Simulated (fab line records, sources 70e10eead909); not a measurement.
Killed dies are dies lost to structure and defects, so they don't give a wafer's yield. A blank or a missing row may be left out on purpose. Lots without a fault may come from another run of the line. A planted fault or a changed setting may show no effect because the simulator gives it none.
Which tool did it? | flow nand_harc | 12 lots, 36 wafers sampled, at 5 steps of a route of 1302

WHAT THE GAUGES READ, wafer by wafer
NHARC_END_SORT_01. Usual: defect_limited_yield 92 %, standard deviation 3; killed_at_array 52, standard deviation 20; killed_at_other 1.0, standard deviation 1.3; killed_at_periphery 3.7, standard deviation 2.2; killed_dies 57, standard deviation 20; killed_open 3.2, standard deviation 1.6; killed_short 2.4, standard deviation 1.6; sort_bin_2_pct 2.9 %, standard deviation 1.4; sort_bin_3_pct 0.6 %, standard deviation 0.41; sort_bin_4_pct 4.8 %, standard deviation 1.5; sort_n_pass 620, standard deviation 20; sort_rim_yield_pct 93 %, standard deviation 3.5; sort_yield_pct 92 %, standard deviation 3.
lot  | measured     | on        | defect_limited_yield (%) | killed_at_array | killed_at_other | killed_at_periphery | killed_dies | killed_open | killed_short | sort_bin_2_pct (%) | sort_bin_3_pct (%) | sort_bin_4_pct (%) | sort_n_pass | sort_rim_yield_pct (%) | sort_yield_pct (%) | flag
L370 | day 24 12:26 | prober-01 | 92 92 92                 | 48 48 48        | 1 3 0           | 2 3 4               | 51 54 52    | 2 4 6       | 3 3 7        | 2.2 2.7 2.5        | 0.7 0.4 1.0        | 4.6 4.9 4.1        | 626 623 625 | 93 93 89               | 92 92 92           |
L372 | day 25 01:58 | prober-02 | 92 93 92                 | 53 47 54        | 0 0 0           | 2 2 2               | 55 49 56    | 0 3 4       | 3 2 3        | 2.5 2.7 2.8        | 0.4 0.6 0.7        | 5.2 4.0 4.7        | 622 628 621 | 92 93 93               | 92 93 92           |
L375 | day 27 00:24 | prober-02 | 89 91 89                 | 69 59 75        | 0 1 0           | 5 3 0               | 74 63 75    | 3 1 3       | 2 2 1        | 3.7 4.4 4.4        | 0.1 1.0 0.7        | 7.1 3.8 5.9        | 603 614 602 | 89 95 90               | 89 91 89           |
L376 | day 27 08:38 | prober-01 | 84 87 89                 | 101 80 70       | 1 0 0           | 3 5 4               | 105 85 74   | 4 2 5       | 1 1 0        | 4.9 6.9 5.8        | 1.8 1.0 0.6        | 8.9 4.6 4.6        | 572 592 603 | 83 87 86               | 84 87 89           |
L377 | day 27 08:38 | prober-02 | 96 96 96                 | 23 20 28        | 4 0 1           | 3 5 1               | 30 25 30    | 3 5 5       | 0 4 1        | 1.3 1.3 2.1        | 0.3 0.3 0          | 2.8 2.1 2.4        | 647 652 647 | 97 94 98               | 96 96 96           |
L378 | day 27 17:13 | prober-01 | 90 92 92                 | 61 54 47        | 1 0 1           | 4 3 3               | 66 57 51    | 5 1 4       | 5 3 1        | 3.2 3.2 3.2        | 0.9 0.4 0.7        | 5.6 4.7 3.5        | 611 620 626 | 90 92 94               | 90 92 92           |
L379 | day 28 17:42 | prober-01 | 0 0 0                    | 676 671 672     | 0 2 3           | 1 4 2               | 677 677 677 | 5 3 1       | 4 5 4        | 92.5 91.6 93.1     | 0.6 1.6 1.0        | 6.9 6.8 5.9        | 0 0 0       | 0 0 0                  | 0 0 0              | OFF
L382 | day 29 10:06 | prober-02 | 0 0 0                    | 671 675 673     | 1 0 1           | 5 2 3               | 677 677 677 | 3 8 5       | 2 0 0        | 95.9 96.9 96.3     | 0.4 0.3 0.3        | 3.7 2.8 3.4        | 0 0 0       | 0 0 0                  | 0 0 0              | OFF
L386 | day 30 23:29 | prober-02 | 93 94 92                 | 45 40 49        | 0 0 1           | 5 4 6               | 50 44 56    | 3 3 3       | 1 5 2        | 2.5 2.1 2.5        | 0.7 0.1 0.9        | 4.1 4.3 4.9        | 627 633 621 | 98 96 99               | 93 94 92           |
L391 | day 33 11:07 | prober-02 | 96 95 96                 | 23 26 21        | 0 0 2           | 5 5 4               | 28 31 27    | 4 1 3       | 2 0 2        | 1.3 1.0 1.3        | 0.4 0.4 0.1        | 2.4 3.1 2.5        | 649 646 650 | 96 93 96               | 96 95 96           |
L390 | day 33 10:22 | prober-01 | 92 92 93                 | 49 47 46        | 5 1 1           | 1 4 3               | 55 52 50    | 4 3 2       | 4 0 2        | 2.7 3.7 3.0        | 0.6 0.7 0.1        | 4.9 3.2 4.3        | 622 625 627 | 94 96 96               | 92 92 93           |
L392 | day 34 08:01 | prober-01 | 91 93 90                 | 60 40 62        | 0 1 0           | 3 4 5               | 63 45 67    | 3 1 5       | 4 2 3        | 3.0 1.6 3.4        | 0.4 0.4 0.7        | 5.9 4.6 5.8        | 614 632 610 | 96 99 92               | 91 93 90           |

WHICH TOOL RAN EACH LOT (tool, then ch and the chambers of the sampled wafers, then the start)
lot  | NHARC_A_CONTACT_STRIP_26                      | NHARC_A_BLC_ETCH_18                           | NHARC_A_BLC_ALD_23                  | NHARC_A_M0_DEP_00
L370 | rie_diel-04 ch 0,2,3, day 22 17:32 or earlier | rie_diel-10 ch 0,1,2, day 22 17:32 or earlier | ald_metal-03 ch 1,2, day 22 17:32   | pecvd-01 ch 0,1,2, day 22 18:46
L372 | rie_diel-09 ch 0,1,3, day 23 08:11 or earlier | rie_diel-10 ch 0,1,2, day 23 08:11 or earlier | ald_metal-01 ch 0,1,2, day 23 08:11 | pecvd-01 ch 0,1, day 23 09:24
L375 | rie_diel-07 ch 1,2,3, day 25 07:29 or earlier | rie_diel-08 ch 0,1, day 25 07:29 or earlier   | ald_metal-01 ch 1,2,3, day 25 07:29 | pecvd-04 ch 1,2, day 25 08:39
L376 | rie_diel-09 ch 0,1,2, day 25 13:53 or earlier | rie_diel-10 ch 2,3, day 25 13:53 or earlier   | ald_metal-04 ch 0,1,3, day 25 13:53 | pecvd-04 ch 1,2, day 25 15:14
L377 | rie_diel-09 ch 0,1,3, day 25 15:18 or earlier | rie_diel-12 ch 0,2,3, day 25 15:18 or earlier | ald_metal-01 ch 0,1,3, day 25 15:18 | pecvd-04 ch 0,2, day 25 16:33
L378 | rie_diel-09 ch 0,1,2, day 25 21:21 or earlier | rie_diel-12 ch 0,1, day 25 21:21 or earlier   | ald_metal-03 ch 0,2,3, day 25 21:21 | pecvd-04 ch 0,1,2, day 25 22:35
L379 | rie_diel-09 ch 0,1,2, day 26 23:21 or earlier | rie_diel-08 ch 0,2,3, day 26 23:21 or earlier | ald_metal-03 ch 0,2,3, day 26 23:21 | pecvd-04 ch 1,2, day 27 00:31
L382 | rie_diel-04 ch 0,2,3, day 27 15:19 or earlier | rie_diel-08 ch 0,1,3, day 27 15:19 or earlier | ald_metal-04 ch 0,1,2, day 27 15:19 | pecvd-01 ch 0,1,2, day 27 16:40
L386 | rie_diel-07 ch 0,1,3, day 29 07:44 or earlier | rie_diel-08 ch 0,1, day 29 07:44 or earlier   | ald_metal-01 ch 1,2,3, day 29 07:44 | pecvd-04 ch 0,1, day 29 08:59
L391 | rie_diel-07 ch 1,2, day 31 16:49 or earlier   | rie_diel-08 ch 0,2,3, day 31 16:49 or earlier | ald_metal-03 ch 0,1,3, day 31 16:49 | pecvd-01 ch 0,2, day 31 18:00
L390 | rie_diel-04 ch 0,1, day 31 18:20 or earlier   | rie_diel-08 ch 0,2,3, day 31 18:20 or earlier | ald_metal-01 ch 0,1,2, day 31 18:20 | pecvd-04 ch 0,1, day 31 19:47
L392 | rie_diel-07 ch 0,1,3, day 32 14:25 or earlier | rie_diel-10 ch 1,3, day 32 14:25 or earlier   | ald_metal-04 ch 1,2, day 32 14:25   | pecvd-01 ch 0,1,2, day 32 15:37
- NHARC_A_CONTACT_STRIP_26: strips in O2.
- NHARC_A_BLC_ETCH_18: etches the open film in C4F8/O2/Ar, target depth 910 nm.
- NHARC_A_BLC_ALD_23: deposits TiN, target thk 3 nm, pulse time 1 s, ald cycles 150.
- NHARC_A_M0_DEP_00: deposits SiOC, target thk 150 nm.

WHAT THE TOOLS THEMSELVES READ (means of the sampled wafers that have a number; where no wafer has one, the mark that the record gives instead)
NHARC_A_CONTACT_STRIP_26. Usual: drypump_motor_current_A 5.8 A, standard deviation 0.35; o2_flow_sccm 499.9 sccm, standard deviation 1.5; oes_product_au 0.999 a.u., standard deviation 0.0067; rf_vpp_V 57.9 V, standard deviation 0.96; showerhead_plenum_p_Torr 3.52 Torr, standard deviation 0.18; throttle_valve_pct 17.037 %, standard deviation 0.0088.
lot  | tool        | drypump_motor_current_A (A) | o2_flow_sccm (sccm) | oes_product_au (a.u.) | rf_vpp_V (V) | showerhead_plenum_p_Torr (Torr) | throttle_valve_pct (%) | flag
L370 | rie_diel-04 | 5.9                         | 498.5               | 0.995                 | 57.2         | 3.42                            | 17.029                 |
L372 | rie_diel-09 | 5.9                         | 499.8               | 0.996                 | 57.6         | 3.44                            | 17.044                 |
L375 | rie_diel-07 | 5.5                         | 500.2               | 0.996                 | 57.4         | 3.41                            | 17.043                 |
L376 | rie_diel-09 | 6.1                         | 499.6               | 1.004                 | 57.6         | 3.54                            | 17.042                 |
L377 | rie_diel-09 | 5.9                         | 500.7               | 0.997                 | 58.6         | 3.44                            | 17.041                 |
L378 | rie_diel-09 | 6.1                         | 499.0               | 1.006                 | 58.0         | 3.54                            | 17.025                 |
L379 | rie_diel-09 | 6.1                         | 499.6               | 0.994                 | 58.4         | 3.53                            | 17.031                 |
L382 | rie_diel-04 | 5.9                         | 500.9               | 0.996                 | 57.7         | 3.58                            | 17.027                 |
L386 | rie_diel-07 | 5.5                         | 500.0               | 1.004                 | 58.0         | 3.54                            | 17.046                 |
L391 | rie_diel-07 | 5.5                         | 500.9               | 1.001                 | 57.4         | 3.33                            | 17.034                 |
L390 | rie_diel-04 | 5.7                         | 499.8               | 0.993                 | 59.4         | 3.76                            | 17.043                 |
L392 | rie_diel-07 | 5.6                         | 498.8               | 0.997                 | 57.2         | 3.53                            | 17.034                 |

NHARC_A_BLC_ETCH_18. Usual: oes_product_au 0.948 a.u., standard deviation 0.022; rf_vpp_V 975 V, standard deviation 6.
lot  | tool        | oes_product_au (a.u.) | rf_vpp_V (V) | flag
L370 | rie_diel-10 | 0.966                 | 978          |
L372 | rie_diel-10 | 0.922                 | 979          |
L375 | rie_diel-08 | 0.946                 | 982          |
L376 | rie_diel-10 | 0.969                 | 975          |
L377 | rie_diel-12 | 0.925                 | 971          |
L378 | rie_diel-12 | 0.967                 | 972          |
L379 | rie_diel-08 | 0.968                 | 972          |
L382 | rie_diel-08 | 0.935                 | 978          |
L386 | rie_diel-08 | 0.923                 | 982          |
L391 | rie_diel-08 | 0.982                 | 971          |
L390 | rie_diel-08 | 0.970                 | 971          |
L392 | rie_diel-10 | 0.922                 | 970          |

NHARC_A_BLC_ALD_23. Usual: heater_power_w 1095 W, standard deviation 93; precursor_pulse_height_rel 0.997, standard deviation 0.017.
lot  | tool         | heater_power_w (W) | precursor_pulse_height_rel | flag
L370 | ald_metal-03 | 990                | 0.998                      |
L372 | ald_metal-01 | 1172               | 0.992                      |
L375 | ald_metal-01 | 1093               | 0.986                      |
L376 | ald_metal-04 | 1063               | 1.010                      |
L377 | ald_metal-01 | 1195               | 0.999                      |
L378 | ald_metal-03 | 1066               | 1.006                      |
L379 | ald_metal-03 | 1058               | 1.009                      |
L382 | ald_metal-04 | 1085               | 0.995                      |
L386 | ald_metal-01 | 1112               | 0.988                      |
L391 | ald_metal-03 | 1050               | 0.979                      |
L390 | ald_metal-01 | 1176               | 0.986                      |
L392 | ald_metal-04 | 1118               | 0.995                      |

NHARC_A_M0_DEP_00. Usual: chamber_pressure_Torr 4.998 Torr, standard deviation 0.01; rf_fwd_power_W 598.7 W, standard deviation 1.8.
lot  | tool     | chamber_pressure_Torr (Torr) | rf_fwd_power_W (W) | flag
L370 | pecvd-01 | 4.995                        | 599.5              |
L372 | pecvd-01 | 4.988                        | 597.9              |
L375 | pecvd-04 | 4.995                        | 599.4              |
L376 | pecvd-04 | 5.003                        | 599.9              |
L377 | pecvd-04 | 4.996                        | 597.9              |
L378 | pecvd-04 | 5.000                        | 598.5              |
L379 | pecvd-04 | -                            | -                  | OFF
L382 | pecvd-01 | -                            | -                  | OFF
L386 | pecvd-04 | 4.996                        | 599.1              |
L391 | pecvd-01 | 5.010                        | 600.0              |
L390 | pecvd-04 | 4.998                        | 598.5              |
L392 | pecvd-01 | 5.002                        | 599.8              |

THE ANSWER, worked out from the rows above alone
Rule: a lot is off if the mean of its wafers that have a number lies more than 3 standard deviations from the usual mean. A lot without any number at a reading at which 4 lots or more have one is off too. The other lots that the step has rows for count as sound. The gauges are gone through in route order, then the tools' own readings, and for those a lot's mean is taken as printed above. The first step at which some lot is off is used, and at that step the reading that is off furthest; a lot without a number counts as furthest.
Off: L379, L382, at NHARC_END_SORT_01 (sort_bin_2_pct).
A tool fits if, at a process step before that reading, it ran every lot that is off, and no sound lot after the first of them. The gauges at NHARC_END_SORT_01 aren't tried: what is off there is off at NHARC_A_M0_DEP_00 too, on other tools, and a gauge's error can't cause that. NHARC_A_CONTACT_STRIP_26 gives no start for some lots, so the hours and the order of its lots are those of NHARC_A_BLC_ALD_23. NHARC_A_BLC_ETCH_18 gives no start for some lots, so the hours and the order of its lots are those of NHARC_A_BLC_ALD_23. None of those tried fits.

WHAT THE SIMULATOR HAD PUT IN
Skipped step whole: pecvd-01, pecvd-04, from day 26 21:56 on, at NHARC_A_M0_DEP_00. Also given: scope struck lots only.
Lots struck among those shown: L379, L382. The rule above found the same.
